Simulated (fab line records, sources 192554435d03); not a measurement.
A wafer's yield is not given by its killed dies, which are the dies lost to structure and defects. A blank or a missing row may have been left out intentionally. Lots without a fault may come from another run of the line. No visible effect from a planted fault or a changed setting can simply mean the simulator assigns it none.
Problem report in the 8D (eight disciplines) form, filled by code -- flow n5 finfet -- the parts of the form that need people (team, actions taken, sign-off) are left out

## 1. THE ISSUE
At N5_BEOL_M8_CVD_78, run length s averages 105.3 s over 4 wafers from 3 lots, while fault-free wafers read 165.3 s, standard deviation 0.69. Relative to the usual mean, that is a shift of -87 standard deviations.
The step: deposits Co from CCTBA/H2, target thk 2 nm, time 142.3 s.
The first sign was on wafer L956.6 at day 13 09:25, on cvd co-02. The record holds 31 wafers of 11 lots with a number at this step. Rule for "out", or "out of limits": more than 4 standard deviations from the usual mean. All remaining wafers that have a number are taken as sound.

## 2. WHAT THIS IS AND IS NOT
question,is,is not
which readings at this step,run length s,-
which lots,"L956, L957, L959","L942, L943, L944, L945, L946, L948, L949, L952"
which wafers of those lots,"L956.6, L957.4, L957.6, L959.6","L956.2, L957.5, L959.1"
read on which tools,cvd co-02,cvd co-01
when,from day 13 09:25,"up to then (25 sound wafers); but 2 sound wafers of L957, L959 came after"

## 3. WHAT RULES OUT EACH SUSPECT
Counting: if a tool at a process step up to the reading ran every lot that is out, it stays a suspect. Sound lots after the first of them don't rule it out here, since some wafers of a struck lot are sound.
- cvd co-02 at N5_BEOL_M8_CVD_78 (deposits Co from CCTBA/H2, target thk 2 nm, time 142.3 s): kept. Every lot that is out went through it, the first being L956 (day 13 09:25); the last sound lot it ran before that was L948 (day 11 07:59). Its own run length s readings are out on those wafers.
Remaining after the count: cvd co-02 at N5_BEOL_M8_CVD_78.

## 4. THE CAUSE (what the simulator had put in)
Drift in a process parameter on cvd co-02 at N5_BEOL_M8_CVD_78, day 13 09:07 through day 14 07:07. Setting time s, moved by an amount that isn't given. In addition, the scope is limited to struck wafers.
Only this tool survived the counting.

## 5. SEQUENCE OF EFFECTS, ordered by route
One row per reading whose mean, taken over the struck wafers that have a number, lies over 3 standard deviations from the usual. Only readings whose record carries a usual standard deviation are examined. hours: median over the lots of the time between each lot's start at the first step of this table that gives one and its start at this step. sigmas: the change, counted in usual standard deviations.
hours,step,reading,usual,on struck wafers,change,sigmas
0,N5_BEOL_M8_CVD_78,run length s,165.3 s,105.3,-60.0,-87
Its process steps:
- N5_BEOL_M8_CVD_78: deposits Co from CCTBA/H2, target thk 2 nm, time 142.3 s.

## 6. HOW IT WOULD HAVE BEEN CAUGHT EARLIER
In this record the first reading out of limits was taken at day 13 09:25, 0 hours after the fault began at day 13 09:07.
